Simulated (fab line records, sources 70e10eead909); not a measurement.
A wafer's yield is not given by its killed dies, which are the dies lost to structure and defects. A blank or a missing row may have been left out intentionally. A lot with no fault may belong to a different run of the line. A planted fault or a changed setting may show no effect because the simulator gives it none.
fab line records	flow nand_harc
[record] lots = 24	wafers = 72	last_day = 33
route steps=1302 shown P_STI@109 P_GATE@202 P_M2@335 A_ONON_D1@429
lots with no fault: from the same line, run without faults
start_h: hours from the record's opening day to when the first of the lot's shown wafers began	wait_h: how many hours have passed since the lot's step before this one	" the same as in the row above	L1.1+2: several wafers, shown together as one row	- no value, or no start was given	* or withheld: withheld	< > ~ a bound
route shown NAME@n: names a module that has steps shown in the file, with the first one's number in the route	usual: mean/standard deviation of fault-free wafers	same: alike in all rows	chamber/n: place in a boat	sites: per-site readings	_std_site: standard deviation across them	_edge_site: mean of outer sites minus mean of inner sites	radius_mm: for every site, how far away it sits from the centre of the wafer	mask NAME#n: copy n	behind: the most recent tool/chamber to have shaped the wafer	hold: cause of the lot's hold/its duration in hours/its outcome	device: which transistor (n, p or np) failed to switch	end of line: tests of these same wafers at the route's end	step lacking rows: just its recipe	killed: at the first sort, the dies lost to defects and structure; wafer yield is something else	map: shows each die of a wafer: x if killed, . if not, _ if none is there
set.NAME: the setting that was run; set.NAME@STEP: the one run at that earlier step	model.NAME: the simulator's own value behind a step, which no gauge read
route steps across a sampled set of lots; one table per step, one row per wafer
services: from which hour (start_h, from the record's first day; less than 0 if before it) a tool's chamber was out of use, for how many hours, and why
[[steps]]
[step NHARC_P_STI_INSPECT_25]
[usual] raw_defect_count = 205/79
lot.wafer	tool	chamber	start_h	wait_h	raw_defect_count
L074.1	defect_inspect-01	-	79.56	0.4	131
L074.5	"	-	"	"	153
L074.6	"	-	"	"	104
L075.1	defect_inspect-01	-	83.94	0.4	162
L075.4	"	-	"	"	246
L075.5	"	-	"	"	204
L076.3	defect_inspect-02	-	92.21	0.4	316
L076.4	"	-	"	"	274
L076.6	"	-	"	"	251
L077.4	defect_inspect-02	-	99.50	0.4	141
L077.5	"	-	"	"	163
L077.6	"	-	"	"	198
L078.1	defect_inspect-02	-	109.85	0.4	104
L078.3	"	-	"	"	166
L078.6	"	-	"	"	213
L079.3	defect_inspect-01	-	127.26	0.4	155
L079.4	"	-	"	"	220
L079.5	"	-	"	"	88
L081.1	defect_inspect-01	-	141.83	0.4	143
L081.4	"	-	"	"	203
L081.6	"	-	"	"	166
L080.3	defect_inspect-02	-	141.83	0.4	178
L080.4	"	-	"	"	245
L080.5	"	-	"	"	225
L082.1	defect_inspect-01	-	155.40	0.4	179
L082.3	"	-	"	"	154
L082.5	"	-	"	"	205
L083.1	defect_inspect-01	-	170.69	0.4	452
L083.2	"	-	"	"	235
L083.6	"	-	"	"	387
L084.1	defect_inspect-02	-	176.01	0.4	160
L084.5	"	-	"	"	153
L084.6	"	-	"	"	226
L085.3	defect_inspect-01	-	182.50	0.4	152
L085.5	"	-	"	"	173
L085.6	"	-	"	"	123
L086.2	defect_inspect-01	-	193.34	0.4	301
L086.4	"	-	"	"	274
L086.6	"	-	"	"	217
L087.1	defect_inspect-02	-	201.41	0.4	275
L087.5	"	-	"	"	271
L087.6	"	-	"	"	312
L088.1	defect_inspect-01	-	218.94	0.4	167
L088.3	"	-	"	"	185
L088.6	"	-	"	"	126
L089.2	defect_inspect-02	-	218.94	0.4	150
L089.3	"	-	"	"	371
L089.5	"	-	"	"	185
L090.2	defect_inspect-02	-	232.37	0.4	219
L090.3	"	-	"	"	114
L090.4	"	-	"	"	172
L091.2	defect_inspect-01	-	240.31	0.4	118
L091.5	"	-	"	"	146
L091.6	"	-	"	"	129
L092.1	defect_inspect-01	-	250.36	0.4	140
L092.2	"	-	"	"	115
L092.5	"	-	"	"	256
L093.2	defect_inspect-01	-	263.40	0.4	161
L093.4	"	-	"	"	194
L093.5	"	-	"	"	248
L094.3	defect_inspect-01	-	270.72	0.4	229
L094.4	"	-	"	"	156
L094.6	"	-	"	"	268
L095.3	defect_inspect-02	-	282.59	0.4	124
L095.5	"	-	"	"	167
L095.6	"	-	"	"	173
L096.1	defect_inspect-01	-	293.32	0.4	189
L096.2	"	-	"	"	201
L096.5	"	-	"	"	128
L097.3	defect_inspect-02	-	299.95	0.4	439
L097.4	"	-	"	"	269
L097.5	"	-	"	"	353
[step NHARC_P_GATE_DESCUM_93]
[recipe] time_s = 3	o2_flow_sccm = 200	ar_flow_sccm = 0	bias_power_w = 0	chemistry = O2
[usual] drypump_motor_current_A = 5.5/0.4	oes_product_au = 0.999/0.011	rf_vpp_V = 57.7/0.89	showerhead_plenum_p_Torr = 1.91/0.077	throttle_valve_pct = 11.311/0.0092
lot.wafer	tool	chamber	start_h	wait_h	drypump_motor_current_A	oes_product_au	rf_hours_counter_h	rf_vpp_V	showerhead_plenum_p_Torr	throttle_valve_pct
L074.1	rie_diel-08	2	118.91	-	5.4	0.986	6.3	56.9	1.79	11.309
L074.5	"	0	"	"	5.9	0.997	-	57.9	1.81	11.311
L074.6	"	1	"	"	4.9	0.979	-	58.2	1.83	11.315
L075.4	rie_diel-12	3	126.63	-	6.0	1.009	1.1	59.0	1.98	11.310
L075.1	"	1	"	"	5.2	0.989	0.7	57.9	1.83	11.288
L075.5	"	0	"	"	5.7	1.014	-	57.5	1.85	11.311
L076.3	rie_diel-02	0	132.19	-	5.2	0.988	4.0	56.9	2.01	11.317
L076.4	"	1	"	"	5.7	0.984	4.7	57.7	1.94	11.318
L076.6	"	3	"	"	5.3	1.012	-	58.8	2.00	11.319
L077.4	rie_diel-08	0	150.33	-	5.9	1.001	5.7	58.4	1.81	11.305
L077.5	"	0	"	"	5.9	0.997	-	58.7	1.81	11.310
L077.6	"	1	"	"	4.9	1.004	-	56.5	1.83	11.317
L078.3	rie_diel-12	2	152.42	-	5.2	1.019	2.7	56.8	1.92	11.320
L078.1	"	1	"	"	5.2	0.973	2.3	57.0	1.83	11.320
L078.6	"	0	"	"	5.7	1.000	-	57.7	1.85	11.304
L079.3	rie_diel-12	1	165.25	-	5.2	0.980	2.6	57.3	1.83	11.313
L079.4	"	2	"	"	5.2	1.035	3.0	56.9	1.92	11.309
L079.5	"	2	"	"	5.1	1.022	-	58.6	1.92	11.313
L081.1	rie_diel-02	0	181.37	-	5.2	0.983	7.1	57.3	2.00	11.315
L081.4	"	2	"	"	4.9	1.002	7.9	58.9	2.00	11.315
L081.6	"	0	"	"	5.3	0.997	-	58.2	2.00	11.295
L080.4	rie_diel-08	3	182.77	-	6.1	1.009	8.6	59.1	1.94	11.313
L080.3	"	0	"	"	5.9	1.013	7.5	56.2	1.81	11.293
L080.5	"	0	"	"	5.9	1.000	-	56.4	1.81	11.297
L082.1	rie_diel-02	0	194.10	-	5.3	0.995	8.5	57.6	2.00	11.304
L082.3	"	2	"	"	4.9	1.010	8.9	57.2	2.00	11.322
L082.5	"	1	"	"	5.7	1.003	-	58.7	1.94	11.307
L083.2	rie_diel-02	0	210.24	-	5.3	1.011	9.1	57.4	2.00	11.320
L083.1	"	3	"	"	5.3	0.991	9.5	58.0	2.00	11.314
L083.6	"	0	"	"	5.2	1.004	-	58.9	2.00	11.293
L084.1	rie_diel-12	0	218.70	-	5.7	0.985	5.9	57.1	1.85	11.313
L084.5	"	2	"	"	5.2	1.017	-	59.0	1.92	11.300
L084.6	"	0	"	"	5.7	0.983	-	57.3	1.85	11.321
L085.3	rie_diel-12	0	227.36	-	5.7	1.010	6.0	57.5	1.85	11.315
L085.5	"	2	"	"	5.2	1.018	-	57.6	1.92	11.308
L085.6	"	3	"	"	6.0	1.005	-	57.8	1.97	11.312
L087.1	rie_diel-12	1	238.37	-	5.3	1.002	5.6	57.0	1.82	11.321
L087.6	"	3	"	"	6.0	1.007	-	58.8	1.97	11.318
L087.5	"	0	"	"	5.7	1.008	-	56.5	1.85	11.303
L086.2	rie_diel-02	0	238.74	-	5.3	1.008	0.5	57.4	2.00	11.326
L086.4	"	0	"	"	5.2	1.010	-	58.2	2.00	11.311
L086.6	"	2	"	"	4.9	1.000	-	58.2	2.00	11.323
L088.1	rie_diel-12	3	258.94	-	6.1	0.999	8.1	58.1	1.97	11.312
L088.3	"	2	"	"	5.2	1.029	7.7	58.2	1.92	11.309
L088.6	"	0	"	"	5.7	1.006	-	58.5	1.85	11.293
L089.2	rie_diel-02	1	259.72	-	5.7	0.986	0.2	58.6	1.94	11.322
L089.3	"	3	"	"	5.2	0.982	0.3	59.0	1.99	11.317
L089.5	"	2	"	"	4.9	0.986	-	58.6	2.00	11.307
L090.3	rie_diel-08	1	274.59	-	4.9	0.981	5.1	57.4	1.83	11.325
L090.4	"	3	"	"	6.0	0.987	3.9	56.2	1.94	11.299
L090.2	"	0	"	"	5.9	0.986	4.4	56.5	1.81	11.302
L091.2	rie_diel-08	3	284.63	-	6.1	0.986	5.3	57.5	1.94	11.298
L091.6	"	1	"	"	4.9	0.990	-	56.9	1.83	11.317
L091.5	"	2	"	"	5.4	0.998	-	57.9	1.78	11.298
L092.1	rie_diel-08	0	290.06	-	5.9	0.989	6.0	57.8	1.81	11.307
L092.2	"	2	"	"	5.4	1.004	6.1	57.9	1.78	11.330
L092.5	"	0	"	"	5.9	0.992	-	57.3	1.81	11.304
L093.4	rie_diel-08	0	301.54	-	5.9	1.003	6.9	56.8	1.81	11.294
L093.2	"	2	"	"	5.4	1.001	6.6	57.3	1.78	11.289
L093.5	"	3	"	"	6.1	0.997	-	57.8	1.94	11.322
L094.4	rie_diel-02	0	308.53	-	5.3	1.000	4.7	56.0	2.00	11.302
L094.3	"	3	"	"	5.3	0.984	3.3	56.4	1.99	11.312
L094.6	"	1	"	"	5.7	0.990	-	56.7	1.94	11.316
L095.3	rie_diel-12	1	324.77	-	5.2	0.985	2.1	57.1	1.82	11.309
L095.5	"	3	"	"	6.0	0.999	-	57.2	1.97	11.307
L095.6	"	0	"	"	5.7	1.000	-	58.7	1.85	11.304
L096.2	rie_diel-02	2	333.01	-	4.9	0.998	5.3	58.4	1.99	11.308
L096.1	"	0	"	"	5.3	1.011	6.9	58.5	2.00	11.305
L096.5	"	2	"	"	4.9	0.998	-	58.4	1.99	11.310
L097.3	rie_diel-08	2	339.39	-	5.4	1.012	8.1	56.0	1.78	11.316
L097.4	"	3	"	"	6.1	0.986	7.5	57.6	1.94	11.305
L097.5	"	1	"	"	4.9	0.996	-	58.0	1.82	11.300
[step NHARC_P_M2_STRIP_18]
[recipe] power_w = 1000	n2_flow_sccm = 150	h2_flow_sccm = 150	ar_flow_sccm = 0	bias_w = 0	chemistry = N2/H2
[usual] drypump_motor_current_A = 5.4/0.4	oes_product_au = 0.997/0.012	rf_fwd_power_W = 997/3.3	rf_vpp_V = 90.7/1	showerhead_plenum_p_Torr = 2.06/0.09	throttle_valve_pct = 14.172/0.009
lot.wafer	tool	chamber	start_h	wait_h	drypump_motor_current_A	oes_product_au	rf_fwd_power_W	rf_hours_counter_h	rf_vpp_V	showerhead_plenum_p_Torr	throttle_valve_pct
L074.1	rie_diel-02	2	136.87	0.1	4.9	0.979	996	4.7	91.8	2.13	14.173
L074.6	"	1	"	"	5.7	0.981	992	-	92.2	2.07	14.155
L074.5	"	2	"	"	4.9	0.993	989	-	91.0	2.13	14.161
L075.4	rie_diel-02	3	144.18	0.1	5.3	1.006	997	4.3	91.1	2.13	14.169
L075.1	"	1	"	"	5.7	0.990	992	5.0	90.9	2.07	14.165
L075.5	"	2	"	"	4.9	0.999	1003	-	92.1	2.13	14.164
L076.3	rie_diel-08	0	149.63	0.1	5.9	0.997	1001	5.6	89.6	1.93	14.177
L076.4	"	2	"	"	5.4	0.988	998	7.8	89.4	1.90	14.175
L076.6	"	1	"	"	4.9	0.993	998	-	89.0	1.95	14.150
L077.4	rie_diel-09	2	168.06	0.1	6.2	0.986	994	0.3	89.8	1.90	14.173
L077.5	"	3	"	"	5.6	1.005	1001	-	90.0	2.11	14.172
L077.6	"	0	"	"	5.0	0.968	1000	-	89.2	1.93	14.167
L078.1	rie_diel-02	0	169.99	0.1	5.3	0.981	987	6.6	89.4	2.14	14.168
L078.3	"	3	"	"	5.3	0.997	1001	6.9	91.3	2.13	14.177
L078.6	"	1	"	"	5.7	0.993	998	-	90.9	2.07	14.178
L079.3	rie_diel-02	1	183.09	0.1	5.7	1.006	997	7.7	91.6	2.07	14.169
L079.4	"	0	"	"	5.3	0.996	997	7.1	91.4	2.14	14.174
L079.5	"	1	"	"	5.7	1.007	993	-	92.1	2.07	14.164
L081.4	rie_diel-09	2	198.68	0.1	6.3	0.991	997	1.9	88.9	1.90	14.166
L081.1	"	3	"	"	5.6	0.998	995	1.9	90.3	2.11	14.181
L081.6	"	1	"	"	5.8	0.996	999	-	91.1	2.12	14.170
L080.3	rie_diel-08	1	199.92	0.1	4.9	1.009	990	0.0	87.7	1.94	14.176
L080.4	"	3	"	"	6.1	0.998	997	0.0	90.7	2.07	14.161
L080.5	"	1	"	"	4.9	1.005	991	-	89.4	1.95	14.186
L082.3	rie_diel-09	3	211.88	0.1	5.6	0.999	1002	2.4	91.6	2.11	14.161
L082.1	"	0	"	"	5.0	0.995	1002	2.4	89.6	1.93	14.176
L082.5	"	0	"	"	5.0	0.982	997	-	90.1	1.93	14.159
L083.1	rie_diel-02	2	228.36	0.1	4.9	1.005	995	0.0	92.2	2.13	14.168
L083.2	"	0	"	"	5.2	1.022	1001	0.0	91.6	2.14	14.167
L083.6	"	2	"	"	4.9	0.999	1005	-	91.9	2.13	14.168
L084.1	rie_diel-02	2	236.59	0.1	4.9	0.997	997	0.3	90.7	2.13	14.165
L084.5	"	2	"	"	4.9	0.989	997	-	91.3	2.13	14.174
L084.6	"	0	"	"	5.3	1.018	995	-	90.3	2.14	14.171
L085.3	rie_diel-08	3	249.61	0.1	6.1	0.991	996	3.0	92.2	2.07	14.182
L085.5	"	2	"	"	5.4	0.995	994	-	91.0	1.90	14.175
L085.6	"	3	"	"	6.1	1.002	994	-	90.0	2.07	14.168
L087.1	rie_diel-02	2	257.70	0.1	4.9	0.987	999	0.6	90.0	2.13	14.175
L087.6	"	2	"	"	4.9	0.984	998	-	91.2	2.13	14.187
L087.5	"	3	"	"	5.3	0.978	994	-	91.6	2.13	14.171
L086.4	rie_diel-02	1	258.47	0.1	5.7	0.987	997	0.1	92.5	2.07	14.185
L086.2	"	3	"	"	5.3	0.994	995	0.3	90.4	2.13	14.179
L086.6	"	2	"	"	4.9	1.005	1002	-	90.3	2.13	14.191
L088.3	rie_diel-02	2	277.17	0.1	4.9	1.003	998	1.9	90.0	2.13	14.166
L088.1	"	3	"	"	5.2	0.984	1000	1.3	91.3	2.13	14.169
L088.6	"	1	"	"	5.7	0.983	996	-	91.5	2.07	14.161
L089.3	rie_diel-02	0	278.16	0.1	5.2	1.019	1003	2.5	92.7	2.14	14.173
L089.2	"	1	"	"	5.7	0.986	996	2.0	90.3	2.07	14.188
L089.5	"	3	"	"	5.3	0.992	999	-	89.6	2.13	14.168
L090.2	rie_diel-02	0	291.99	0.1	5.3	1.004	993	2.9	90.0	2.14	14.162
L090.4	"	1	"	"	5.7	0.983	988	2.4	91.7	2.07	14.169
L090.3	"	2	"	"	4.9	1.002	995	2.3	91.5	2.13	14.171
L091.2	rie_diel-02	0	302.41	0.1	5.2	1.002	1001	3.2	90.0	2.14	14.184
L091.6	"	2	"	"	4.9	0.999	997	-	92.2	2.13	14.175
L091.5	"	3	"	"	5.3	0.995	1000	-	91.5	2.13	14.158
L092.1	rie_diel-08	2	307.49	0.1	5.4	1.011	997	7.3	89.9	1.90	14.177
L092.2	"	0	"	"	5.9	0.993	1001	7.8	89.6	1.93	14.161
L092.5	"	1	"	"	4.9	0.993	1000	-	90.4	1.94	14.161
L093.4	rie_diel-09	1	319.30	0.1	5.8	0.994	997	6.7	91.5	2.12	14.168
L093.2	"	3	"	"	5.5	0.998	1002	7.9	90.6	2.10	14.185
L093.5	"	1	"	"	5.8	1.008	993	-	91.5	2.12	14.169
L094.4	rie_diel-08	3	327.03	0.1	6.1	0.990	997	7.2	90.5	2.07	14.164
L094.3	"	0	"	"	5.9	1.007	994	8.3	89.4	1.93	14.173
L094.6	"	2	"	"	5.4	1.010	999	-	89.3	1.90	14.152
L095.3	rie_diel-02	0	342.33	0.1	5.2	1.001	998	7.2	92.3	2.14	14.171
L095.6	"	1	"	"	5.7	0.978	997	-	90.5	2.07	14.178
L095.5	"	2	"	"	4.9	0.994	998	-	91.8	2.13	14.174
L096.2	rie_diel-02	1	350.96	0.1	5.7	0.974	997	6.7	91.5	2.07	14.165
L096.1	"	3	"	"	5.3	0.994	993	5.1	89.5	2.13	14.173
L096.5	"	1	"	"	5.7	0.981	996	-	88.8	2.07	14.179
L097.4	rie_diel-09	2	357.07	0.1	6.3	0.981	992	0.9	89.2	1.89	14.169
L097.3	"	0	"	"	5.0	0.986	993	0.9	90.3	1.93	14.171
L097.5	"	3	"	"	5.6	1.006	997	-	91.6	2.10	14.180
[step NHARC_P_M2_PRE_CLEAN_32]
[recipe] time_s = 12	temp_c = 370	rf_power_w = 300	gas = NH3
[usual] heater_power_outer_w = 367/38	heater_power_w = 641/49	rf_fwd_power_W = 292.5/0.89
lot.wafer	tool	chamber	start_h	wait_h	heater_power_outer_w	heater_power_w	rf_fwd_power_W
L074.1	pecvd-02	2	139.16	0.1	444	721	292.8
L074.6	"	0	"	"	353	616	291.6
L074.5	"	2	"	"	452	723	291.9
L075.1	pecvd-02	0	146.44	0.1	359	618	293.2
L075.4	"	1	"	"	357	652	293.4
L075.5	"	0	"	"	358	636	294.1
L076.3	pecvd-02	0	151.91	0.1	347	584	293.7
L076.6	"	1	"	"	327	623	291.8
L076.4	"	0	"	"	339	612	293.1
L077.5	pecvd-03	1	170.29	0.1	378	666	292.3
L077.4	"	2	"	"	342	592	292.4
L077.6	"	0	"	"	406	649	293.1
L078.1	pecvd-02	0	172.25	0.1	412	673	292.7
L078.3	"	1	"	"	311	594	290.4
L078.6	"	2	"	"	381	619	292.2
L079.3	pecvd-02	0	185.37	0.1	395	670	293.5
L079.4	"	0	"	"	387	669	293.3
L079.5	"	1	"	"	323	608	292.3
L081.1	pecvd-03	2	200.92	0.1	359	644	292.4
L081.6	"	0	"	"	400	655	292.6
L081.4	"	1	"	"	406	728	292.6
L080.3	pecvd-02	1	202.21	0.1	318	592	293.5
L080.4	"	0	"	"	380	648	292.2
L080.5	"	2	"	"	367	618	291.6
L082.3	pecvd-01	1	214.15	0.1	422	727	292.8
L082.1	"	2	"	"	380	698	291.4
L082.5	"	2	"	"	380	711	292.1
L083.2	pecvd-03	0	231.00	0.2	341	566	292.2
L083.1	"	2	"	"	364	657	293.9
L083.6	"	0	"	"	337	547	292.3
L084.1	pecvd-01	1	243.22	0.1	375	656	292.5
L084.6	"	1	"	"	362	672	290.1
L084.5	"	2	"	"	311	612	291.0
L085.3	pecvd-02	2	252.40	0.1	395	670	292.2
L085.6	"	1	"	"	362	663	293.2
L085.5	"	2	"	"	402	637	293.8
L087.1	pecvd-02	1	259.97	0.1	373	673	291.1
L087.5	"	0	"	"	335	600	291.7
L087.6	"	1	"	"	364	657	291.4
L086.2	pecvd-02	2	260.76	0.1	338	570	292.4
L086.6	"	0	"	"	358	619	292.2
L086.4	"	1	"	"	350	657	292.2
L088.3	pecvd-02	0	279.39	0.1	421	698	291.4
L088.1	"	1	"	"	337	641	290.8
L088.6	"	2	"	"	413	657	290.8
L089.2	pecvd-01	2	280.42	0.1	321	614	293.1
L089.3	"	2	"	"	323	621	292.0
L089.5	"	2	"	"	317	629	292.9
L090.2	pecvd-01	1	294.23	0.1	407	720	291.8
L090.3	"	2	"	"	356	685	293.7
L090.4	"	2	"	"	380	678	292.1
L091.2	pecvd-02	1	304.63	0.1	350	643	292.3
L091.6	"	0	"	"	347	609	291.6
L091.5	"	1	"	"	342	633	293.8
L092.2	pecvd-02	1	309.72	0.1	361	676	291.7
L092.1	"	2	"	"	424	689	293.6
L092.5	"	0	"	"	388	662	292.3
L093.2	pecvd-03	1	321.55	0.1	376	673	292.6
L093.4	"	0	"	"	318	550	293.0
L093.5	"	1	"	"	369	652	293.8
L094.3	pecvd-02	1	329.24	0.1	364	657	294.0
L094.6	"	1	"	"	369	649	293.1
L094.4	"	2	"	"	433	691	294.1
L095.3	pecvd-03	2	344.59	0.1	348	608	293.7
L095.5	"	2	"	"	351	601	292.6
L095.6	"	1	"	"	366	651	293.0
L096.2	pecvd-02	0	353.23	0.1	392	675	292.3
L096.1	"	2	"	"	363	606	291.8
L096.5	"	2	"	"	360	626	291.6
L097.3	pecvd-01	1	359.36	0.1	414	736	293.1
L097.4	"	0	"	"	311	547	293.3
L097.5	"	1	"	"	413	703	292.5
[step NHARC_A_ONON_D1_THK_MEAS_08]
[recipe] thk_meas_gauge = ellipsometry
[usual] thk_nm = 1000/10
lot.wafer	tool	chamber	start_h	wait_h	thk_nm
L074.1	film_metro-02	-	168.67	-	985
L074.5	"	-	"	"	986
L074.6	"	-	"	"	986
L076.3	film_metro-02	-	179.91	-	997
L076.4	"	-	"	"	997
L076.6	"	-	"	"	997
L075.1	film_metro-01	-	179.91	-	980
L075.4	"	-	"	"	979
L075.5	"	-	"	"	979
L078.1	film_metro-02	-	200.75	-	998
L078.3	"	-	"	"	997
L078.6	"	-	"	"	998
L077.4	film_metro-01	-	200.76	-	985
L077.5	"	-	"	"	986
L077.6	"	-	"	"	987
L079.3	film_metro-02	-	214.50	-	1011
L079.4	"	-	"	"	1011
L079.5	"	-	"	"	1009
L080.3	film_metro-02	-	234.00	-	997
L080.4	"	-	"	"	999
L080.5	"	-	"	"	997
L081.1	film_metro-01	-	234.00	-	1019
L081.4	"	-	"	"	1019
L081.6	"	-	"	"	1020
L082.1	film_metro-01	-	243.01	-	982
L082.3	"	-	"	"	984
L082.5	"	-	"	"	982
L083.1	film_metro-02	-	259.63	-	1015
L083.2	"	-	"	"	1012
L083.6	"	-	"	"	1015
L084.1	film_metro-01	-	273.09	-	1001
L084.5	"	-	"	"	1002
L084.6	"	-	"	"	1001
L085.3	film_metro-02	-	281.75	-	999
L085.5	"	-	"	"	1001
L085.6	"	-	"	"	1000
L087.1	film_metro-01	-	290.60	-	1008
L087.5	"	-	"	"	1009
L087.6	"	-	"	"	1008
L086.2	film_metro-02	-	290.60	-	1000
L086.4	"	-	"	"	1002
L086.6	"	-	"	"	1000
L088.1	film_metro-02	-	308.72	-	1002
L088.3	"	-	"	"	1003
L088.6	"	-	"	"	1002
L089.2	film_metro-02	-	308.73	-	1002
L089.3	"	-	"	"	1002
L089.5	"	-	"	"	1000
L090.2	film_metro-02	-	325.18	-	1012
L090.3	"	-	"	"	1010
L090.4	"	-	"	"	1013
L091.2	film_metro-02	-	336.12	-	1001
L091.5	"	-	"	"	1001
L091.6	"	-	"	"	1002
L092.1	film_metro-02	-	341.97	-	1001
L092.2	"	-	"	"	1001
L092.5	"	-	"	"	1003
L093.2	film_metro-02	-	352.55	-	1003
L093.4	"	-	"	"	1001
L093.5	"	-	"	"	1002
L094.3	film_metro-02	-	358.31	-	1019
L094.4	"	-	"	"	1018
L094.6	"	-	"	"	1016
L095.3	film_metro-02	-	389.97	-	993
L095.5	"	-	"	"	994
L095.6	"	-	"	"	995
L096.1	film_metro-02	-	389.99	-	999
L096.2	"	-	"	"	1000
L096.5	"	-	"	"	998
L097.3	film_metro-02	-	404.95	-	999
L097.4	"	-	"	"	1000
L097.5	"	-	"	"	1000
[step NHARC_A_ONON_D1_THK_MEAS_34]
[recipe] thk_meas_gauge = ellipsometry
[usual] thk_nm = 201/3.1
lot.wafer	tool	chamber	start_h	wait_h	thk_nm
L074.1	film_metro-02	-	180.29	-	195
L074.5	"	-	"	"	200
L074.6	"	-	"	"	199
L076.3	film_metro-01	-	191.56	-	201
L076.4	"	-	"	"	201
L076.6	"	-	"	"	202
L075.1	film_metro-01	-	191.70	-	201
L075.4	"	-	"	"	203
L075.5	"	-	"	"	204
L077.4	film_metro-02	-	212.64	-	205
L077.5	"	-	"	"	200
L077.6	"	-	"	"	198
L078.1	film_metro-02	-	212.77	0.5	192
L078.3	"	-	"	"	197
L078.6	"	-	"	"	199
L079.3	film_metro-01	-	225.90	-	197
L079.4	"	-	"	"	202
L079.5	"	-	"	"	204
L080.3	film_metro-01	-	245.92	-	198
L080.4	"	-	"	"	200
L080.5	"	-	"	"	200
L081.1	film_metro-02	-	245.96	-	196
L081.4	"	-	"	"	203
L081.6	"	-	"	"	201
L082.1	film_metro-01	-	255.75	-	201
L082.3	"	-	"	"	197
L082.5	"	-	"	"	203
L083.1	film_metro-01	-	271.47	0.4	196
L083.2	"	-	"	"	196
L083.6	"	-	"	"	201
L084.1	film_metro-01	-	286.56	-	204
L084.5	"	-	"	"	208
L084.6	"	-	"	"	205
L085.3	film_metro-02	-	294.66	-	194
L085.5	"	-	"	"	204
L085.6	"	-	"	"	201
L086.2	film_metro-02	-	302.27	-	198
L086.4	"	-	"	"	201
L086.6	"	-	"	"	201
L087.1	film_metro-02	-	302.27	-	200
L087.5	"	-	"	"	197
L087.6	"	-	"	"	201
L088.1	film_metro-02	-	323.15	-	198
L088.3	"	-	"	"	197
L088.6	"	-	"	"	202
L089.2	film_metro-02	-	323.28	-	204
L089.3	"	-	"	"	201
L089.5	"	-	"	"	206
L090.2	film_metro-02	-	338.73	-	202
L090.3	"	-	"	"	203
L090.4	"	-	"	"	210
L091.2	film_metro-02	-	349.48	-	198
L091.5	"	-	"	"	204
L091.6	"	-	"	"	202
L092.1	film_metro-02	-	353.64	-	201
L092.2	"	-	"	"	203
L092.5	"	-	"	"	206
L093.2	film_metro-02	-	364.48	-	197
L093.4	"	-	"	"	198
L093.5	"	-	"	"	203
L094.3	film_metro-02	-	369.97	-	199
L094.4	"	-	"	"	200
L094.6	"	-	"	"	205
L095.3	film_metro-02	-	401.67	-	196
L095.5	"	-	"	"	201
L095.6	"	-	"	"	199
L096.1	film_metro-02	-	401.75	-	198
L096.2	"	-	"	"	201
L096.5	"	-	"	"	203
L097.3	film_metro-02	-	416.93	-	197
L097.4	"	-	"	"	200
L097.5	"	-	"	"	205
[[services]]
tool	chamber	start_h	hours	kind
rie_diel-02	-	130.93	0.1	repair
pecvd-01	-	138.14	13.0	pm
rie_diel-12	-	142.05	0.9	repair
rie_diel-09	-	143.12	9.0	pm
rie_diel-12	3	151.57	7.4	repair
rie_diel-08	-	154.11	0.5	repair
pecvd-02	-	167.24	1.7	repair
rie_diel-12	3	180.08	8.4	repair
pecvd-03	1	180.52	4.8	repair
rie_diel-08	-	181.35	0.4	repair
pecvd-03	-	185.05	13.0	pm
rie_diel-08	-	190.80	9.0	pm
pecvd-02	2	204.18	14.1	repair
rie_diel-12	1	209.15	14.6	repair
rie_diel-02	-	216.70	9.0	pm
rie_diel-09	1	216.74	9.8	repair
rie_diel-09	0	221.90	7.7	repair
rie_diel-02	3	226.03	13.4	repair
pecvd-02	-	227.15	13.0	pm
rie_diel-09	2	255.49	2.4	repair
pecvd-03	1	265.18	16.2	repair
rie_diel-12	-	268.40	9.0	pm
rie_diel-02	3	331.62	13.3	repair
rie_diel-12	1	335.99	2.9	repair
[[key]]
fault none
